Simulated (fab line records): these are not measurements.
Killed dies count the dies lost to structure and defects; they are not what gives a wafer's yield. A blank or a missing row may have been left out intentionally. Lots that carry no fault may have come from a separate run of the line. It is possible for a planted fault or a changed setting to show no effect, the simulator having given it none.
Which of the tools did it?	flow n5Finfet	Sampling: 11 lots, 33 wafers, 2 of 1938 route steps

## WHAT THE GAUGES SHOWED, per wafer
N5_BEOL_M8_INSPECT_13: inspects for defects (brightfield). Usual: rawDefectCount 384, standard deviation 94.
lot	measured	on	rawDefectCount	flag
L525	day 9 07:34	defectInspect-02	408 336 420	
L526	day 9 16:29	defectInspect-02	533 587 530	
L527	day 9 20:20	defectInspect-01	261 291 265	
L536	day 12 00:19	defectInspect-01	268 351 425	
L535	day 12 03:15	defectInspect-02	396 310 347	
L538	day 13 01:40	defectInspect-02	429 396 348	
L541	day 13 04:58	defectInspect-02	563 419 588	
L542	day 13 10:45	defectInspect-02	277 335 334	
L547	day 14 17:30	defectInspect-01	447 377 290	
L545	day 14 17:41	defectInspect-01	416 463 454	
L546	day 14 17:52	defectInspect-01	393 482 496	

## WHAT TOOL EACH LOT RAN ON (gives the tool, then ch and the chambers of the sampled wafers, and finally the start)
lot	N5_BEOL_M7_ANNEAL_51
L525	rtpAnneal-02 ch 0, day 9 04:22
L526	rtpAnneal-02 ch 0, day 9 13:41
L527	rtpAnneal-02 ch 0, day 9 17:47
L536	rtpAnneal-02 ch 0, day 11 21:22
L535	rtpAnneal-02 ch 0, day 11 22:41
L538	rtpAnneal-02 ch 0, day 12 23:41
L541	rtpAnneal-01 ch 0, day 13 02:20
L542	rtpAnneal-01 ch 0, day 13 08:00
L547	rtpAnneal-01 ch 0, day 14 14:38
L545	rtpAnneal-01 ch 0, day 14 14:58
L546	rtpAnneal-01 ch 0, day 14 15:17
- N5_BEOL_M7_ANNEAL_51: time 90 s.

## AS READ BY THE TOOLS THEMSELVES (means over the sampled wafers that have a number; for cases with no such wafer, the mark the record gives instead)
N5_BEOL_M7_ANNEAL_51. Usual: wafer_temp_C_max 226.4, standard deviation 0.76.
lot	tool	wafer_temp_C_max	flag
L525	rtpAnneal-02	226.9	
L526	rtpAnneal-02	227.2	
L527	rtpAnneal-02	227.0	
L536	rtpAnneal-02	227.4	
L535	rtpAnneal-02	227.1	
L538	rtpAnneal-02	226.5	
L541	rtpAnneal-01	225.4	
L542	rtpAnneal-01	225.5	
L547	rtpAnneal-01	225.7	
L545	rtpAnneal-01	225.6	
L546	rtpAnneal-01	225.8	

## THE ANSWER, worked out from the rows above alone
Rule: a lot is off if the mean of its wafers that have a number lies more than 3 standard deviations from the usual mean. A lot without any number at a reading at which 4 lots or more have one is off too. Where the step has rows for the other lots, those lots are counted as sound. After the gauges, taken in route order, come the tools' own readings; for these a lot's mean is taken, as printed above. At the first step where some lot is off, the reading lying furthest off is the one used; lots without a number count as furthest.
Nothing can be told from this: no lot is off at any reading shown.

## WHAT HAD BEEN PUT IN BY THE SIMULATOR
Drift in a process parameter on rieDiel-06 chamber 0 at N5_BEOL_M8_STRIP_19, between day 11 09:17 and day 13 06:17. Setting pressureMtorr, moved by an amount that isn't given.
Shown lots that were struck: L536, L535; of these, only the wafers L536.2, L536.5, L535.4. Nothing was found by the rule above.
